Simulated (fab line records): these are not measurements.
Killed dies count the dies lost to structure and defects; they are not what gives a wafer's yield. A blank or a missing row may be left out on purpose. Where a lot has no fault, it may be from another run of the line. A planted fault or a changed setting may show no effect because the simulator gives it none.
Matching of chambers    flow n5-finfet    N5_BEOL_M5_CMP_52 on cmp-02: 4 sister chambers
The step polishes, stops on SiCOH lowk, t overpolish 6.9 s, target thk 62 nm. 4 wafers are shown with their chamber, then 8 later ones without.

WAFERS PAIRED WITH THEIR CHAMBERS
wafer   chamber  motor-current-A (A)
L077.2  2        5.8
L078.4  3        6.6
L086.5  0        5.2
L091.1  1        5.4

WAFERS WITHOUT THEIR CHAMBER
wafer   motor-current-A (A)
L091.4  6.2
L091.6  5.5
L090.1  6.0
L090.3  5.5
L090.5  5.6
L093.1  5.8
L093.3  6.8
L093.5  5.9

THE CHAMBER EACH PASSED THROUGH
wafer    from the rows above            in truth
L091.4   can't be placed: 3 or 2        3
L091.6   can't be placed: 1 or 0 or 2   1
L090.1   2                              2
L090.3   can't be placed: 1 or 0 or 2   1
L090.5   can't be placed: 1 or 2 or 0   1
L093.1   2                              2
L093.3   3                              3
L093.5   2                              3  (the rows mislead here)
Correctly placed: 3 of 8. From these rows, 4 cannot be placed; in 4 the true chamber is one of the candidates. Number placed wrongly: 1.
How it was worked out, from the rows above alone: a wafer's distance from a chamber is the root of the sum, over the readings, of the square of ((its reading less the chamber's mean) divided by the reading's scatter). The wafer belongs to the nearest chamber; if the next one is less than 2 further off, it can't be placed. Each chamber's mean is taken over the wafers shown for it. The scatter: root of mean squared gap, hidden wafer to nearest shown wafer, with one shown wafer a chamber.
